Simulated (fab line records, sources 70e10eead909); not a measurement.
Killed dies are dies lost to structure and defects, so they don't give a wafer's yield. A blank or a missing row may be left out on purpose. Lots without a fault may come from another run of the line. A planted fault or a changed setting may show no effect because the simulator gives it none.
fab line records | flow nand_harc
record lots=6 wafers=18 last_day=24
route steps=1159 shown A_SGD_CUT@764 END@1159
lots that met no fault: from a run of the same line without faults
start_h: hours from the record's first day to the start of the lot's first wafer shown | wait_h: hours since the lot's step before | " the same as in the row above | L1.1+2: a row that stands for several wafers | - no value, or no start given | * or withheld: withheld | < > ~ a bound
route shown NAME@n: a module of which the file shows steps, and the number in the route of the first | usual: mean/standard deviation of fault-free wafers | same: alike in all rows | chamber/n: place in a boat | sites: the reading at each site | _std_site: their standard deviation | _edge_site: outer sites' mean less inner sites' | radius_mm: how far each site lies from the wafer's centre | mask NAME#n: copy n | behind: the tool/chamber that last shaped the wafer | hold: why the lot was held/for how many hours/how that ended | device: the transistor (n, p or np) that didn't switch | end of line: the same wafers' tests at the end of the route | a step without rows: its recipe alone | killed: dies lost to structure and defects at the first sort, not the wafer's yield | map: a wafer's dies, x killed, . not, _ none there
set.NAME: the setting as run; set.NAME@STEP: as run at that earlier step | model.NAME: the simulator's own value behind a step, which no gauge read
lots at some steps of the route; a table a step, a row a wafer
services: from which hour (start_h, from the record's first day; less than 0 if before it) a tool's chamber was out of use, for how many hours, and why
## steps
# step NHARC_A_SGD_CUT_ETCH_15
# recipe target_depth_a=750 time_s=64.3 ch3f_flow_sccm=50 o2_flow_sccm=30 ar_flow_sccm=200 rf_w=500 bias_w=100 chemistry=CH3F/O2
# usual drypump_motor_current_A=5.53/0.23 oes_product_au=0.961/0.015 rf_vpp_V=264.3/1.8 showerhead_plenum_p_Torr=2.49/0.11 throttle_valve_pct=20.662/0.0089
# columns lot.wafer tool chamber start_h wait_h drypump_motor_current_A oes_product_au rf_hours_counter_h rf_vpp_V showerhead_plenum_p_Torr throttle_valve_pct
L636.3 rie_diel-11 0 - - 5.36 0.985 13 263.6 2.34 20.665
L636.4 " 1 " " 5.50 0.962 12 264.4 2.45 20.667
L636.2 " 3 " " 5.90 0.963 13 262.9 2.39 20.661
L645.3 rie_diel-06 1 - - 5.83 0.951 8 267.5 2.64 20.670
L645.4 " 3 " " 5.37 0.978 8 265.2 2.59 20.664
L645.6 " 2 " " 5.38 0.966 - 263.8 2.42 20.680
L654.3 rie_diel-06 0 - - 5.18 0.968 11 265.8 2.53 20.669
L654.1 " 3 " " 5.34 0.960 11 267.1 2.59 20.646
L654.6 " 0 " " 5.20 0.964 - 265.5 2.53 20.661
L650.4 rie_diel-11 0 - - 5.37 0.964 4 262.5 2.33 20.662
L650.1 " 3 " " 5.90 0.972 4 264.0 2.39 20.662
L650.5 " 0 " " 5.36 0.971 - 261.9 2.33 20.657
L658.3 rie_diel-06 3 - - 5.40 0.947 2 263.9 2.59 20.666
L658.2 " 0 " " 5.18 0.977 1 264.1 2.53 20.665
L658.5 " 3 " " 5.38 0.949 - 265.2 2.59 20.657
L659.2 rie_diel-11 2 - - 5.60 0.965 8 262.3 2.34 20.660
L659.3 " 0 " " 5.40 0.963 9 261.2 2.33 20.671
L659.5 " 3 " " 5.90 0.966 - 262.7 2.39 20.671
# step NHARC_A_SGD_CUT_ETCH_16
# recipe target_depth_a=3105 time_s=155.2 c4f8_flow_sccm=withheld o2_flow_sccm=8 ar_flow_sccm=withheld rf_w=600 bias_w=800 chemistry=C4F8/O2/Ar
# usual oes_product_au=0.969/0.014 rf_vpp_V=724/4.9
# columns lot.wafer tool chamber start_h wait_h oes_product_au rf_hours_counter_h rf_vpp_V
L636.2 rie_diel-11 2 - - 0.948 11 719
L636.3 " 3 " " 0.960 13 721
L636.4 " 0 " " 0.969 13 720
L645.4 rie_diel-06 1 - - 0.963 8 730
L645.3 " 2 " " 0.992 7 722
L645.6 " 2 " " 0.988 - 721
L654.1 rie_diel-06 0 - - 0.968 11 726
L654.3 " 2 " " 0.968 10 721
L654.6 " 1 " " 0.976 - 730
L650.1 rie_diel-11 3 - - 0.981 4 720
L650.4 " 1 " " 0.975 4 723
L650.5 " 2 " " 0.957 - 719
L658.3 rie_diel-06 3 - - 0.956 2 728
L658.2 " 0 " " 0.964 2 725
L658.5 " 2 " " 0.971 - 721
L659.2 rie_diel-11 2 - - 0.970 8 718
L659.3 " 0 " " 0.965 9 717
L659.5 " 2 " " 0.950 - 717
# step NHARC_A_SGD_CUT_STRIP_60
# recipe c4f8_flow_sccm=withheld o2_flow_sccm=8 ar_flow_sccm=withheld bias_w=0 chemistry=C4F8/O2/Ar
# step NHARC_A_SGD_CUT_STRIP_17
# recipe o2_flow_sccm=500 ar_flow_sccm=0 bias_w=0 chemistry=O2
# usual drypump_motor_current_A=5.55/0.23 oes_product_au=0.996/0.009 rf_vpp_V=58.0/0.89 showerhead_plenum_p_Torr=3.55/0.16 throttle_valve_pct=17.038/0.0088
# columns lot.wafer tool chamber start_h wait_h drypump_motor_current_A oes_product_au rf_hours_counter_h rf_vpp_V showerhead_plenum_p_Torr throttle_valve_pct
L636.2 rie_diel-11 1 - - 5.50 0.989 12 57.6 3.51 17.019
L636.3 " 2 " " 5.61 0.972 11 57.6 3.38 17.038
L636.4 " 3 " " 5.88 1.006 13 57.1 3.44 17.044
L645.4 rie_diel-06 1 - - 5.86 0.990 8 57.2 3.78 17.042
L645.3 " 2 " " 5.34 0.991 7 57.8 3.48 17.045
L645.6 " 1 " " 5.86 0.986 - 57.6 3.78 17.040
L654.1 rie_diel-06 1 - - 5.86 0.995 11 58.9 3.77 17.042
L654.3 " 3 " " 5.36 0.999 11 58.9 3.71 17.042
L654.6 " 2 " " 5.37 1.005 - 57.7 3.48 17.025
L650.1 rie_diel-11 2 - - 5.60 0.992 3 57.0 3.37 17.039
L650.4 " 3 " " 5.90 0.992 4 57.5 3.43 17.039
L650.5 " 0 " " 5.38 1.008 - 56.3 3.35 17.030
L658.2 rie_diel-06 0 - - 5.17 1.004 2 58.8 3.63 17.042
L658.3 " 1 " " 5.86 0.987 2 59.1 3.77 17.035
L658.5 " 0 " " 5.17 0.998 - 57.5 3.63 17.036
L659.3 rie_diel-11 3 - - 5.89 1.004 8 57.6 3.43 17.042
L659.2 " 0 " " 5.37 1.006 9 57.9 3.35 17.045
L659.5 " 2 " " 5.58 0.992 - 57.3 3.37 17.045
# step NHARC_A_SGD_CUT_PRECLEAN_18
# recipe time_s=* temp_c=50 bath_age_min=0 chemistry=SC1
# step NHARC_A_SGD_CUT_SRD_19
# step NHARC_A_SGD_CUT_DEP_20
# recipe target_thk_a=1500 temp_c=65 material=SiO2
# step NHARC_A_SGD_CUT_ANNEAL_27
# recipe temp_c=450 time_s=1800
# step NHARC_A_SGD_CUT_CMP_21
# recipe target_thk_nm=148.19
# usual motor_current_A=11.8/0.89 time_to_endpoint_s=50.3/2.9
# columns lot.wafer tool chamber start_h wait_h motor_current_A time_to_endpoint_s
L636.3 cmp-02 3 309.71 0.4 11.8 49.6
L636.2 " 0 " " 13.6 48.3
L636.4 " 1 " " 11.5 50.5
L645.4 cmp-03 0 374.57 0.4 12.5 45.4
L645.3 " 2 " " 11.9 52.3
L645.6 " 3 " " 11.1 50.5
L654.3 cmp-03 1 414.52 0.4 12.4 53.2
L654.1 " 0 " " 11.6 47.8
L654.6 " 1 " " 12.0 53.7
L650.1 cmp-02 1 414.52 0.4 12.3 47.7
L650.4 " 2 " " 11.3 46.0
L650.5 " 1 " " 11.9 50.9
L658.2 cmp-01 2 450.52 0.4 10.8 47.5
L658.3 " 3 " " 11.3 47.3
L658.5 " 2 " " 11.1 46.3
L659.2 cmp-02 1 450.52 0.4 11.9 52.0
L659.3 " 3 " " 12.1 55.2
L659.5 " 1 " " 11.8 52.7
# step NHARC_A_SGD_CUT_THK_MEAS_22
# recipe thk_meas_gauge=ellipsometry
# usual thk_nm=148.2/1.7
# columns lot.wafer tool chamber start_h wait_h thk_nm
L636.2 film_metro-02 - 309.94 0.2 146.7
L636.3 " - " " 148.2
L636.4 " - " " 149.0
L645.3 film_metro-01 - 374.80 0.2 147.1
L645.4 " - " " 147.5
L645.6 " - " " 150.2
L654.1 film_metro-02 - 414.78 0.2 145.4
L654.3 " - " " 150.1
L654.6 " - " " 149.6
L650.1 film_metro-01 - 414.78 0.2 149.4
L650.4 " - " " 151.9
L650.5 " - " " 148.3
L658.2 film_metro-02 - 450.77 0.2 146.7
L658.3 " - " " 146.3
L658.5 " - " " 145.3
L659.2 film_metro-02 - 450.78 0.2 149.1
L659.3 " - " " 147.2
L659.5 " - " " 148.9
# step NHARC_A_SGD_CUT_SRD_23
# step NHARC_A_SGD_CUT_ETCH_26
# recipe target_depth_a=458 chemistry=dHF material=SiO2
# step NHARC_A_SGD_CUT_ETCHBACK_24
# recipe target_depth_a=500 over_etch_frac=0.3 time_s=92.857 ion_energy_ev=120 ch3f_flow_sccm=50 o2_flow_sccm=30 ar_flow_sccm=200 rf_w=500 bias_w=100 chemistry=CH3F/O2
# usual bias_w=100.0/0.32 ch3f_flow_sccm=50.01/0.15 drypump_motor_current_A=5.56/0.22 oes_product_au=0.97/0.036 rf_vpp_V=244.3/1.7 showerhead_plenum_p_Torr=2.46/0.12 throttle_valve_pct=20.664/0.0093
# columns lot.wafer tool chamber start_h wait_h bias_w ch3f_flow_sccm drypump_motor_current_A oes_product_au rf_hours_counter_h rf_vpp_V showerhead_plenum_p_Torr throttle_valve_pct
L636.2 rie_diel-09 0 310.16 0.1 99.7 49.92 5.41 1.00 3 244.3 2.49 20.659
L636.4 " 1 " " 99.9 49.85 5.70 1.01 3 245.6 2.63 20.659
L636.3 " 2 " " 99.6 50.42 5.82 1.00 3 242.0 2.31 20.655
L645.3 rie_diel-09 3 375.04 0.2 99.6 50.18 5.56 1.01 11 243.1 2.34 20.646
L645.4 " 0 " " 100.4 49.91 5.35 0.99 10 243.3 2.49 20.667
L645.6 " 3 " " 99.6 49.91 5.54 1.02 - 243.7 2.34 20.654
L654.3 rie_diel-06 1 415.02 0.2 - - - - - - - -
L654.1 " 3 " " - - - - - - - -
L654.6 " 0 " " - - - - - - - -
L650.1 rie_diel-09 3 415.02 0.1 - - - - - - - -
L650.4 " 0 " " - - - - - - - -
L650.5 " 3 " " - - - - - - - -
L658.2 rie_diel-11 2 450.99 0.1 100.1 49.95 5.58 0.95 8 242.8 2.35 20.669
L658.3 " 1 " " 99.7 49.93 5.50 0.95 9 242.9 2.44 20.653
L658.5 " 3 " " 100.1 49.98 5.88 0.99 - 243.6 2.39 20.654
L659.3 rie_diel-09 3 451.05 0.2 100.7 50.31 5.52 1.01 1 244.2 2.34 20.680
L659.2 " 0 " " 100.0 50.18 5.38 1.01 1 245.9 2.49 20.668
L659.5 " 2 " " 100.0 49.90 5.84 1.00 - 240.6 2.30 20.662
# step NHARC_A_SGD_CUT_STRIP_28
# recipe time_s=20 o2_flow_sccm=500 ar_flow_sccm=0 bias_w=0 chemistry=O2
# usual drypump_motor_current_A=5.56/0.22 oes_product_au=0.998/0.0097 rf_vpp_V=57.7/0.94 showerhead_plenum_p_Torr=3.53/0.16 throttle_valve_pct=17.037/0.0091
# columns lot.wafer tool chamber start_h wait_h drypump_motor_current_A oes_product_au rf_hours_counter_h rf_vpp_V showerhead_plenum_p_Torr throttle_valve_pct
L636.2 rie_diel-09 2 - - 5.83 0.985 3 57.5 3.32 17.038
L636.3 " 3 " " 5.51 1.006 3 55.8 3.37 17.027
L636.4 " 0 " " 5.40 0.982 4 58.3 3.58 17.036
L645.3 rie_diel-09 2 - - 5.83 0.994 10 57.3 3.31 17.062
L645.4 " 1 " " 5.73 1.011 10 57.5 3.76 17.042
L645.6 " 2 " " 5.83 0.997 - 58.0 3.31 17.027
L654.3 rie_diel-06 0 415.14 0.1 5.19 1.002 12 57.0 3.63 17.041
L654.1 " 3 " " 5.37 0.990 12 59.5 3.71 17.036
L654.6 " 0 " " 5.20 1.000 - 59.0 3.63 17.026
L650.4 rie_diel-09 0 415.15 0.1 5.40 0.995 14 59.4 3.57 17.039
L650.1 " 1 " " 5.71 1.008 13 58.9 3.76 17.047
L650.5 " 3 " " 5.57 1.013 - 57.3 3.36 17.050
L658.3 rie_diel-11 1 - - 5.47 0.999 9 57.2 3.50 17.029
L658.2 " 2 " " 5.61 0.989 8 56.7 3.37 17.049
L658.5 " 3 " " 5.89 1.002 - 56.1 3.43 17.036
L659.3 rie_diel-09 0 - - 5.37 1.010 1 57.5 3.57 17.037
L659.2 " 3 " " 5.55 1.021 1 57.7 3.36 17.039
L659.5 " 0 " " 5.37 1.006 - 58.0 3.57 17.039
# step NHARC_END_SORT_01
# recipe temp_c=25
# usual killed_at_array=28/11 killed_at_other=0.6/0.85 killed_at_periphery=2.8/2.3 killed_dies=31/11 killed_open=3.1/1.6 killed_short=2.0/1.4
# same gross_dies=677
# columns lot.wafer tool chamber start_h wait_h killed_at_array killed_at_other killed_at_periphery killed_dies killed_open killed_short
L654.1 prober-02 0 531.77 2.5 666 0 11 677 8 3
L654.3 prober-02 0 533.33 3.1 672 0 5 677 1 2
L654.6 prober-02 0 535.68 3.9 674 0 3 677 2 1
L650.1 prober-01 0 531.79 2.5 677 0 0 677 2 2
L650.4 prober-01 0 534.18 3.4 674 0 3 677 5 3
L650.5 prober-01 0 534.98 3.7 677 0 0 677 1 0
# killed by level:class
L654.1 A_SGD_CUT:area_etchback=614 A_CHANNEL_HOLE_D1:chamber_film_flake=25 A_SLIT:chamber_film_flake=22 P_GATE:geometric_particle:open=3 P_M0:geometric_particle:open=3 A_CONTACT:chamber_film_flake=3 P_ZERO_WELL:chamber_film_flake=2 P_CONTACT:geometric_particle:open=1
L650.1 A_SGD_CUT:area_etchback=647 A_CHANNEL_HOLE_D1:chamber_film_flake=18 A_STAIRCASE:chamber_film_flake=5 A_CONTACT:chamber_film_flake=2 A_SOURCE_PLATE:geometric_particle:open=1 A_SOURCE_PLATE:geometric_particle:short=1 A_M0:geometric_particle:open=1 A_M1:geometric_particle:short=1
L654.3 A_SGD_CUT:area_etchback=636 A_CHANNEL_HOLE_D1:chamber_film_flake=24 A_SLIT:chamber_film_flake=8 P_ZERO_WELL:chamber_film_flake=4 A_CONTACT:chamber_film_flake=2 P_M0:geometric_particle:short=1 A_CONTACT:geometric_particle:open=1 A_BLC:geometric_particle:short=1
L650.4 A_SGD_CUT:area_etchback=656 A_CHANNEL_HOLE_D1:chamber_film_flake=9 A_CONTACT:geometric_particle:open=3 A_STAIRCASE:chamber_film_flake=2 A_CONTACT:chamber_film_flake=2 P_GATE:geometric_particle:open=1 P_GATE:geometric_particle:short=1 P_M0:geometric_particle:short=1
L650.5 A_SGD_CUT:area_etchback=644 A_CHANNEL_HOLE_D1:chamber_film_flake=17 A_STAIRCASE:chamber_film_flake=11 A_CONTACT:chamber_film_flake=4 A_CONTACT:geometric_particle:open=1
L654.6 A_SGD_CUT:area_etchback=634 A_CHANNEL_HOLE_D1:chamber_film_flake=20 A_SLIT:chamber_film_flake=14 P_ZERO_WELL:chamber_film_flake=3 A_CONTACT:chamber_film_flake=2 A_ONON_D1:geometric_particle:open=1 A_CHANNEL_FILL_D1:geometric_particle:short=1 A_M0:geometric_particle:open=1
# map L650.1 (x killed, . not)
____________x____________
_________xxxxxxx_________
_______xxxxxxxxxxx_______
______xxxxxxxxxxxxx______
_____xxxxxxxxxxxxxxx_____
____xxxxxxxxxxxxxxxxx____
____xxxxxxxxxxxxxxxxx____
___xxxxxxxxxxxxxxxxxxx___
___xxxxxxxxxxxxxxxxxxx___
__xxxxxxxxxxxxxxxxxxxxx__
__xxxxxxxxxxxxxxxxxxxxx__
_xxxxxxxxxxxxxxxxxxxxxxx_
_xxxxxxxxxxxxxxxxxxxxxxx_
_xxxxxxxxxxxxxxxxxxxxxxx_
_xxxxxxxxxxxxxxxxxxxxxxx_
_xxxxxxxxxxxxxxxxxxxxxxx_
xxxxxxxxxxxxxxxxxxxxxxxxx
xxxxxxxxxxxxxxxxxxxxxxxxx
xxxxxxxxxxxxxxxxxxxxxxxxx
xxxxxxxxxxxxxxxxxxxxxxxxx
xxxxxxxxxxxxxxxxxxxxxxxxx
_xxxxxxxxxxxxxxxxxxxxxxx_
_xxxxxxxxxxxxxxxxxxxxxxx_
_xxxxxxxxxxxxxxxxxxxxxxx_
_xxxxxxxxxxxxxxxxxxxxxxx_
_xxxxxxxxxxxxxxxxxxxxxxx_
__xxxxxxxxxxxxxxxxxxxxx__
__xxxxxxxxxxxxxxxxxxxxx__
___xxxxxxxxxxxxxxxxxxx___
___xxxxxxxxxxxxxxxxxxx___
____xxxxxxxxxxxxxxxxx____
____xxxxxxxxxxxxxxxxx____
_____xxxxxxxxxxxxxxx_____
______xxxxxxxxxxxxx______
_______xxxxxxxxxxx_______
_________xxxxxxx_________
____________x____________
# map L654.1 (x killed, . not)
____________x____________
_________xxxxxxx_________
_______xxxxxxxxxxx_______
______xxxxxxxxxxxxx______
_____xxxxxxxxxxxxxxx_____
____xxxxxxxxxxxxxxxxx____
____xxxxxxxxxxxxxxxxx____
___xxxxxxxxxxxxxxxxxxx___
___xxxxxxxxxxxxxxxxxxx___
__xxxxxxxxxxxxxxxxxxxxx__
__xxxxxxxxxxxxxxxxxxxxx__
_xxxxxxxxxxxxxxxxxxxxxxx_
_xxxxxxxxxxxxxxxxxxxxxxx_
_xxxxxxxxxxxxxxxxxxxxxxx_
_xxxxxxxxxxxxxxxxxxxxxxx_
_xxxxxxxxxxxxxxxxxxxxxxx_
xxxxxxxxxxxxxxxxxxxxxxxxx
xxxxxxxxxxxxxxxxxxxxxxxxx
xxxxxxxxxxxxxxxxxxxxxxxxx
xxxxxxxxxxxxxxxxxxxxxxxxx
xxxxxxxxxxxxxxxxxxxxxxxxx
_xxxxxxxxxxxxxxxxxxxxxxx_
_xxxxxxxxxxxxxxxxxxxxxxx_
_xxxxxxxxxxxxxxxxxxxxxxx_
_xxxxxxxxxxxxxxxxxxxxxxx_
_xxxxxxxxxxxxxxxxxxxxxxx_
__xxxxxxxxxxxxxxxxxxxxx__
__xxxxxxxxxxxxxxxxxxxxx__
___xxxxxxxxxxxxxxxxxxx___
___xxxxxxxxxxxxxxxxxxx___
____xxxxxxxxxxxxxxxxx____
____xxxxxxxxxxxxxxxxx____
_____xxxxxxxxxxxxxxx_____
______xxxxxxxxxxxxx______
_______xxxxxxxxxxx_______
_________xxxxxxx_________
____________x____________
## services
# columns tool chamber start_h hours kind
cmp-01 - 286.06 4.0 pm
cmp-02 - 287.66 3.3 repair
cmp-03 - 296.20 6.5 repair
rie_diel-11 1 307.55 3.0 repair
cmp-03 - 314.16 0.2 repair
cmp-02 - 337.91 0.6 repair
rie_diel-06 0 338.80 14.1 repair
cmp-02 - 339.34 4.0 pm
rie_diel-11 0 340.44 14.4 repair
rie_diel-09 0 344.56 1.3 repair
cmp-03 - 352.00 4.0 pm
cmp-01 - 357.84 65.7 repair
rie_diel-11 - 366.98 9.0 pm
cmp-03 - 380.03 0.6 repair
cmp-03 - 384.73 7.1 repair
rie_diel-11 2 391.38 7.8 repair
rie_diel-06 - 418.20 9.0 pm
cmp-01 - 423.58 4.0 pm
rie_diel-09 2 425.96 4.0 repair
rie_diel-09 - 431.13 9.0 pm
rie_diel-06 0 432.96 1.4 repair
cmp-02 - 437.34 4.0 pm
rie_diel-06 1 448.11 5.5 repair
cmp-03 - 450.00 4.0 pm
## key
first_sign step=NHARC_A_SGD_CUT_ETCHBACK_24 reading=tool_record direction=missing
effect step=NHARC_END_SORT_01 reading=killed_at_array direction=up sigmas=57 usual=28 struck=673
more_kills_born_at NHARC_A_SGD_CUT_ETCHBACK_24@rie_diel-09=1947 NHARC_A_SGD_CUT_ETCHBACK_24@rie_diel-06=1884
met_at NHARC_A_SGD_CUT_ETCHBACK_24
struck_wafers L650.1,L650.4,L650.5,L654.1,L654.3,L654.6
later_rows_left_out L650.1,L650.4,L650.5,L654.1,L654.3,L654.6
tester_left_out L650,L654
onset_between 375.04 415.02
fault kind=skipped_step_whole tool=rie_diel-06,rie_diel-09 chamber=- onset_h=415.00 steps=NHARC_A_SGD_CUT_ETCHBACK_24 scope=struck_lots_only
# tester_left_out: of these lots the tester's yield and bins aren't shown, on N5 and GAA mostly nor the transistor test; their killed dies are dies lost to structure and defects alone, not to doping, threshold or leakage, so they don't give the yield
# later_rows_left_out: the simulator's readings of these wafers behind a module that went badly wrong aren't trusted and aren't shown, but for the sort
